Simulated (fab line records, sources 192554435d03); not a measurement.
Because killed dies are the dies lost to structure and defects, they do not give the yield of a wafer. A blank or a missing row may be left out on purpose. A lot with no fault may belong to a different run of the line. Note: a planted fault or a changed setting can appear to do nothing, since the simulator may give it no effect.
Which tool did it? || flow n5_finfet || Sampling: 9 lots, 25 wafers, 4 of 1938 route steps

WHAT THE GAUGES READ, wafer by wafer
N5_HKMG_FIN_OVL_MEAS_13.
{"lot": "L272", "measured": "day 5 03:25", "on": "overlay-02", "NWFM_OVL (nm)": "-0.5 -0.6 -1.0"}
{"lot": "L274", "measured": "day 5 14:54", "on": "overlay-02", "NWFM_OVL (nm)": "0.0 0.6 -0.2"}
{"lot": "L278", "measured": "day 6 20:01", "on": "overlay-01", "NWFM_OVL (nm)": "-1.2 -0.7 -0.6"}
{"lot": "L280", "measured": "day 7 03:49", "on": "overlay-01", "NWFM_OVL (nm)": "-0.3 -0.5 0.3"}
{"lot": "L281", "measured": "day 7 08:21", "on": "overlay-02", "NWFM_OVL (nm)": "-0.2 -0.1 -1.2"}
{"lot": "L282", "measured": "day 7 15:59", "on": "overlay-01", "NWFM_OVL (nm)": "-0.1 -0.6 -0.1"}
{"lot": "L285", "measured": "day 8 11:31", "on": "overlay-01", "NWFM_OVL (nm)": "1.1 0.0"}
{"lot": "L287", "measured": "day 8 22:17", "on": "overlay-02", "NWFM_OVL (nm)": "-1.1 -0.3"}
{"lot": "L291", "measured": "day 9 18:53", "on": "overlay-01", "NWFM_OVL (nm)": "-0.7 -0.3 -0.8"}

EACH LOT AND THE TOOL THAT RAN IT (in order: tool; ch and the chambers of the sampled wafers; start)
{"lot": "L272", "N5_HKMG_FIN_ALD_75": "ald_hk-02 ch 0,2,3, day 4 23:29", "N5_HKMG_FIN_ETCH_54": "rie_diel-03 ch 0,2, day 5 00:08", "N5_HKMG_FIN_PWFM_ALD_03": "ald_metal-02 ch 0,1,3, day 5 02:33"}
{"lot": "L274", "N5_HKMG_FIN_ALD_75": "ald_hk-01 ch 1,2, day 5 10:59", "N5_HKMG_FIN_ETCH_54": "rie_diel-02 ch 2,3, day 5 11:27", "N5_HKMG_FIN_PWFM_ALD_03": "ald_metal-02 ch 0,1, day 5 14:02"}
{"lot": "L278", "N5_HKMG_FIN_ALD_75": "ald_hk-02 ch 0,2,3, day 6 16:16", "N5_HKMG_FIN_ETCH_54": "rie_diel-01 ch 0,3, day 6 16:44", "N5_HKMG_FIN_PWFM_ALD_03": "ald_metal-02 ch 0,3, day 6 19:16"}
{"lot": "L280", "N5_HKMG_FIN_ALD_75": "ald_hk-02 ch 0,1,2, day 6 22:38", "N5_HKMG_FIN_ETCH_54": "rie_diel-01 ch 0,1,2, day 6 23:20", "N5_HKMG_FIN_PWFM_ALD_03": "ald_metal-04 ch 0,1,2, day 7 01:44"}
{"lot": "L281", "N5_HKMG_FIN_ALD_75": "ald_hk-01 ch 0,2, day 7 04:37", "N5_HKMG_FIN_ETCH_54": "rie_diel-03 ch 1,2, day 7 05:12", "N5_HKMG_FIN_PWFM_ALD_03": "ald_metal-02 ch 0,1,3, day 7 07:37"}
{"lot": "L282", "N5_HKMG_FIN_ALD_75": "ald_hk-01 ch 1,2,3, day 7 12:08", "N5_HKMG_FIN_ETCH_54": "rie_diel-02 ch 0,2,3, day 7 12:43", "N5_HKMG_FIN_PWFM_ALD_03": "ald_metal-04 ch 0,1,2, day 7 15:07"}
{"lot": "L285", "N5_HKMG_FIN_ALD_75": "ald_hk-02 ch 0,1, day 8 07:46", "N5_HKMG_FIN_ETCH_54": "rie_diel-03 ch 2,3, day 8 08:21", "N5_HKMG_FIN_PWFM_ALD_03": "ald_metal-04 ch 0,3, day 8 10:46"}
{"lot": "L287", "N5_HKMG_FIN_ALD_75": "ald_hk-03 ch 1,3, day 8 18:13", "N5_HKMG_FIN_ETCH_54": "rie_diel-03 ch 1, day 8 18:48", "N5_HKMG_FIN_PWFM_ALD_03": "ald_metal-04 ch 1,2, day 8 21:25"}
{"lot": "L291", "N5_HKMG_FIN_ALD_75": "ald_hk-02 ch 1,3, day 9 14:53", "N5_HKMG_FIN_ETCH_54": "rie_diel-01 ch 0,2, day 9 15:29", "N5_HKMG_FIN_PWFM_ALD_03": "ald_metal-01 ch 0,1,2, day 9 18:01"}
- N5_HKMG_FIN_ALD_75: deposits Al2O3, target thk 1 nm, co reactant pulse time 1 s.
- N5_HKMG_FIN_ETCH_54: etches SiARC in CF4, target depth 45.5 nm, time 75.8 s.
- N5_HKMG_FIN_PWFM_ALD_03: deposits TiN, target thk 2 nm, pulse time 1 s, purge time 3 s.

THE ANSWER, worked out from the rows above alone
Rule: the lots themselves supply what counts as usual. Put in order of their means at a reading, lots are off if they are a third of the lots or fewer, leave a main group of 4 or more, and stand apart from it by a gap of 3 or more times the standard deviation of the main group's means; of several such gaps the widest counts. A main group is skipped when, at the precision printed for the reading in the tables above, its means are all equal. Also off: a lot with no number at a reading for which 4 or more lots have one. Where the step has rows for the other lots, those lots are counted as sound.
No lot is off on any of the readings shown, so nothing can be concluded from this.

WHAT THE SIMULATOR HAD PUT IN
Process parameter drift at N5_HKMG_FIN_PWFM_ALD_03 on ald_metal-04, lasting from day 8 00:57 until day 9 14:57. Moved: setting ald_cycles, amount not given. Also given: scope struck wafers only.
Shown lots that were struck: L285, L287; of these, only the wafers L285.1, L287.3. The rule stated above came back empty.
